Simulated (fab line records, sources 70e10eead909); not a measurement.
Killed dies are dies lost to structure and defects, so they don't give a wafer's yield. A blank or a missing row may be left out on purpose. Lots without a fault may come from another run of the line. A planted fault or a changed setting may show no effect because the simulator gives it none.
Chamber matching | flow nand_harc | NHARC_P_M1_CMP_23 on cmp-03: 4 sister chambers
The step polishes, t overpolish 20 s, target thk 157.82 nm. 20 wafers are shown with their chamber, then 10 later ones without.

WAFERS WITH THEIR CHAMBER
wafer  | chamber | motor_current_A (A) | time_to_endpoint_s (s)
L076.2 | 0       | 12.6                | 27.0
L076.3 | 3       | 14.1                | 30.8
L076.6 | 0       | 12.5                | 27.1
L081.1 | 3       | 13.3                | 27.0
L081.3 | 0       | 12.4                | 26.3
L081.5 | 0       | 12.7                | 24.9
L081.2 | 1       | 10.9                | 33.0
L081.4 | 2       | 12.2                | 28.3
L081.6 | 3       | 13.8                | 31.0
L084.1 | 3       | 13.2                | 27.2
L084.3 | 2       | 12.1                | 27.2
L084.4 | 1       | 12.1                | 30.5
L084.2 | 0       | 12.5                | 26.6
L084.5 | 1       | 12.0                | 30.4
L084.6 | 2       | 11.7                | 29.7
L088.1 | 0       | 12.2                | 32.4
L088.3 | 2       | 11.5                | 30.9
L088.6 | 3       | 13.0                | 31.6
L086.2 | 2       | 11.7                | 32.1
L086.3 | 3       | 13.7                | 30.1

SIGNATURES (means of the wafers above)
reading            | chamber 0 | chamber 1 | chamber 2 | chamber 3 | scatter within a chamber
motor_current_A    | 12.483    | 11.667    | 11.840    | 13.517    | 0.375
time_to_endpoint_s | 27.383    | 31.300    | 29.640    | 29.617    | 2.14
Rule: a wafer's distance from a chamber is the root of the sum, over the readings, of the square of ((its reading less the chamber's mean) divided by the reading's scatter). The wafer belongs to the nearest chamber; if the next one is less than 2 further off, it can't be placed. The scatter: the root of (the sum of the squares of (reading less its chamber's mean) over the shown wafers, divided by (wafers less chambers)).

WAFERS WITHOUT THEIR CHAMBER
wafer  | motor_current_A (A) | time_to_endpoint_s (s)
L086.5 | 12.2                | 29.9
L092.3 | 14.0                | 26.6
L092.5 | 12.0                | 29.4
L092.6 | 11.9                | 28.5
L094.1 | 11.8                | 30.3
L094.3 | 13.6                | 25.0
L094.6 | 13.2                | 23.9
L094.2 | 12.6                | 27.0
L094.4 | 12.2                | 29.9
L094.5 | 13.2                | 29.1

WHICH CHAMBER EACH WENT THROUGH
wafer  | from the rows above          | in truth
L086.5 | can't be placed: 2 or 0 or 1 | 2
L092.3 | 3                            | 3
L092.5 | can't be placed: 2 or 1 or 0 | 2
L092.6 | can't be placed: 2 or 1 or 0 | 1
L094.1 | can't be placed: 2 or 1 or 0 | 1
L094.3 | can't be placed: 3 or 0      | 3
L094.6 | can't be placed: 0 or 3 or 2 | 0
L094.2 | 0                            | 0
L094.4 | can't be placed: 2 or 0 or 1 | 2
L094.5 | can't be placed: 3 or 0      | 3
Placed correctly: 2 of 10. Can't be placed from these rows: 8 (the true chamber is among the candidates in 8). Placed wrongly: 0.
